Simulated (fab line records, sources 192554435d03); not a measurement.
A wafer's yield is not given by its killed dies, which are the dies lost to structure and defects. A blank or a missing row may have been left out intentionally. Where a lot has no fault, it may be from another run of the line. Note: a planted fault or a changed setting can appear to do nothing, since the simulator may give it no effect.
Split-lot study :: flow n5 finfet :: 4 lots, 21 wafers read, on a route of 1938 steps

== ON THE SPLIT ==
At N5_SDB_COAT_03 (time 60 s, resist thk 100 nm), the setting spin rpm was moved away from the recipe's 1500 rpm on 6 of the 21 wafers read, by -8.7% to +4.9%. For the rest of the wafers, this setting stayed at what the recipe calls for.

== FROM THE SPLIT TO THE READING: what the file shows between them, 8 steps ==
- N5_SDB_COAT_05: resist thk 90 nm (also split here: spin rpm)
- N5_SDB_EBR_07
- N5_SDB_SOFTBAKE_06: time 60 s
- N5_SDB_DESCUM_16: chemistry O2, time 7.9 s
- N5_SDB_ETCH_17: etches SiARC in CF4, target depth 23.4 nm, time 39 s
- N5_SDB_ETCH_18: etches SOC in N2/H2, target depth 100 nm, overetch 20 nm, time 150 s
- N5_SDB_STRIP_19: strips in N2/H2
- N5_SDB_STRIP_21: strips in CF4

== THE READING ==
SOC_of_SDB_COAT_03.thk nm (the simulator's own value, which no gauge read), in nm, at N5_SDB_HM_OPEN_20 (chemistry CH3F/O2, target SiNx, stops on poly-Si, target depth 24 nm). No usual value for it is given in the file. Across the 15 wafers here that went through the recipe, the average is 84.2 nm and the standard deviation 0.52 nm.

wafer: L079.1
tool, chamber at the split: litho track-01, 0
spin rpm as run, rpm: 1500
against the recipe: recipe
SOC_of_SDB_COAT_03.thk nm, nm: 84.4
against lot-mates on the recipe: -

wafer: L079.3
tool, chamber at the split: litho track-01, 0
spin rpm as run, rpm: 1500
against the recipe: recipe
SOC_of_SDB_COAT_03.thk nm, nm: 84.4
against lot-mates on the recipe: -

wafer: L079.2
tool, chamber at the split: litho track-01, 0
spin rpm as run, rpm: 1500
against the recipe: recipe
SOC_of_SDB_COAT_03.thk nm, nm: 84.8
against lot-mates on the recipe: -

wafer: L079.4
tool, chamber at the split: litho track-01, 0
spin rpm as run, rpm: 1574
against the recipe: +4.9%
SOC_of_SDB_COAT_03.thk nm, nm: 81.2
against lot-mates on the recipe: -3.3

wafer: L079.5
tool, chamber at the split: litho track-01, 0
spin rpm as run, rpm: 1574
against the recipe: +4.9%
SOC_of_SDB_COAT_03.thk nm, nm: 82.2
against lot-mates on the recipe: -2.3

wafer: L079.6
tool, chamber at the split: litho track-01, 0
spin rpm as run, rpm: 1574
against the recipe: +4.9%
SOC_of_SDB_COAT_03.thk nm, nm: 82
against lot-mates on the recipe: -2.5

wafer: L081.4
tool, chamber at the split: litho track-03, 0
spin rpm as run, rpm: 1500
against the recipe: recipe
SOC_of_SDB_COAT_03.thk nm, nm: 83.8
against lot-mates on the recipe: -

wafer: L081.5
tool, chamber at the split: litho track-03, 0
spin rpm as run, rpm: 1500
against the recipe: recipe
SOC_of_SDB_COAT_03.thk nm, nm: 84.4
against lot-mates on the recipe: -

wafer: L081.6
tool, chamber at the split: litho track-03, 0
spin rpm as run, rpm: 1500
against the recipe: recipe
SOC_of_SDB_COAT_03.thk nm, nm: 84.4
against lot-mates on the recipe: -

wafer: L087.1
tool, chamber at the split: litho track-01, 0
spin rpm as run, rpm: 1500
against the recipe: recipe
SOC_of_SDB_COAT_03.thk nm, nm: 84.4
against lot-mates on the recipe: -

wafer: L087.2
tool, chamber at the split: litho track-01, 0
spin rpm as run, rpm: 1500
against the recipe: recipe
SOC_of_SDB_COAT_03.thk nm, nm: 83.6
against lot-mates on the recipe: -

wafer: L087.3
tool, chamber at the split: litho track-01, 0
spin rpm as run, rpm: 1500
against the recipe: recipe
SOC_of_SDB_COAT_03.thk nm, nm: 83.4
against lot-mates on the recipe: -

wafer: L087.6
tool, chamber at the split: litho track-01, 0
spin rpm as run, rpm: 1500
against the recipe: recipe
SOC_of_SDB_COAT_03.thk nm, nm: 83.4
against lot-mates on the recipe: -

wafer: L087.4
tool, chamber at the split: litho track-01, 0
spin rpm as run, rpm: 1500
against the recipe: recipe
SOC_of_SDB_COAT_03.thk nm, nm: 84.8
against lot-mates on the recipe: -

wafer: L087.5
tool, chamber at the split: litho track-01, 0
spin rpm as run, rpm: 1500
against the recipe: recipe
SOC_of_SDB_COAT_03.thk nm, nm: 84.2
against lot-mates on the recipe: -

wafer: L089.1
tool, chamber at the split: litho track-01, 0
spin rpm as run, rpm: 1500
against the recipe: recipe
SOC_of_SDB_COAT_03.thk nm, nm: 84
against lot-mates on the recipe: -

wafer: L089.2
tool, chamber at the split: litho track-01, 0
spin rpm as run, rpm: 1369
against the recipe: -8.7%
SOC_of_SDB_COAT_03.thk nm, nm: 89.2
against lot-mates on the recipe: +5.1

wafer: L089.3
tool, chamber at the split: litho track-01, 0
spin rpm as run, rpm: 1500
against the recipe: recipe
SOC_of_SDB_COAT_03.thk nm, nm: 85
against lot-mates on the recipe: -

wafer: L089.4
tool, chamber at the split: litho track-01, 0
spin rpm as run, rpm: 1369
against the recipe: -8.7%
SOC_of_SDB_COAT_03.thk nm, nm: 88.4
against lot-mates on the recipe: +4.3

wafer: L089.5
tool, chamber at the split: litho track-01, 0
spin rpm as run, rpm: 1369
against the recipe: -8.7%
SOC_of_SDB_COAT_03.thk nm, nm: 89.6
against lot-mates on the recipe: +5.5

wafer: L089.6
tool, chamber at the split: litho track-01, 0
spin rpm as run, rpm: 1500
against the recipe: recipe
SOC_of_SDB_COAT_03.thk nm, nm: 83.4
against lot-mates on the recipe: -

FIT RESULTS
A straight line over all 21 wafers: SOC_of_SDB_COAT_03.thk nm changes by -0.539 nm for each +1% of spin rpm; r = -0.97; the points scatter about the line by 0.54 nm.
The same after taking each lot's own level away (the mean of its wafers on the recipe; 21 wafers): -0.562 nm for each +1%; r = -0.98; scatter 0.5 nm.
That fit puts the effect of the largest move of spin rpm on the reading at 4.9 nm.
Across the lots, their own levels run from 83.97 to 84.53 nm, a range of 1.1 times the standard deviation given above.
The two slopes agree, so the slope changes little with the lot-to-lot level.
Check: for one of the wafers moved furthest among these (-8.7%), held out of the fit, the line's prediction against its lot-mates is +4.86 nm. Against them it came out at +5.07 nm.

== OTHER SPLITS ON THESE WAFERS ==
Before the reading, these wafers also passed through other splits. Each is held against what the fit with the lots' levels taken away leaves over:
other split on the same wafers: N5_WELL_APT_COAT_02 spin rpm
wafers away from the commonest value: 6
r with SOC_of_SDB_COAT_03.thk nm (lot level and that fit taken away): -0.08

other split on the same wafers: N5_FIN_SAQP_COAT_49 spin rpm
wafers away from the commonest value: 6
r with SOC_of_SDB_COAT_03.thk nm (lot level and that fit taken away): -0.03

other split on the same wafers: N5_FIN_CUT_EXPOSE_05 dose mj
wafers away from the commonest value: 9
r with SOC_of_SDB_COAT_03.thk nm (lot level and that fit taken away): +0.12

other split on the same wafers: N5_SDB_COAT_05 spin rpm
wafers away from the commonest value: 9
r with SOC_of_SDB_COAT_03.thk nm (lot level and that fit taken away): -0.49

== THE WHOLE CHAIN: every reading that the file lists as answering this split, in the file's order ==
step: N5_SDB_COAT_03
what it does: time 60 s, resist thk 100 nm
reading: SOC_of_SDB_COAT_03.thk nm (the simulator's own value, which no gauge read)
change (the file's fit): -0.538 nm for each +1% of the setting
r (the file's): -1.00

step: N5_SDB_ETCH_18
what it does: etches SOC in N2/H2, target depth 100 nm, overetch 20 nm, time 150 s
reading: etch.depth nm (the simulator's own value, which no gauge read)
change (the file's fit): -0.535 nm for each +1% of the setting
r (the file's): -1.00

step: N5_SDB_HM_OPEN_20
what it does: chemistry CH3F/O2, target SiNx, stops on poly-Si, target depth 24 nm
reading: SOC_of_SDB_COAT_03.thk nm (the simulator's own value, which no gauge read)
change (the file's fit): -0.562 nm for each +1% of the setting
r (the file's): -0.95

step: N5_SDB_STRIP_22
what it does: strips in N2/H2
reading: strip time to endpoint s
change (the file's fit): withheld for each +1% of the setting
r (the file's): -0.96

== FILE'S OWN FIT ==
SOC_of_SDB_COAT_03.thk nm changes by -0.562 nm for each +1% of spin rpm, r = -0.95.
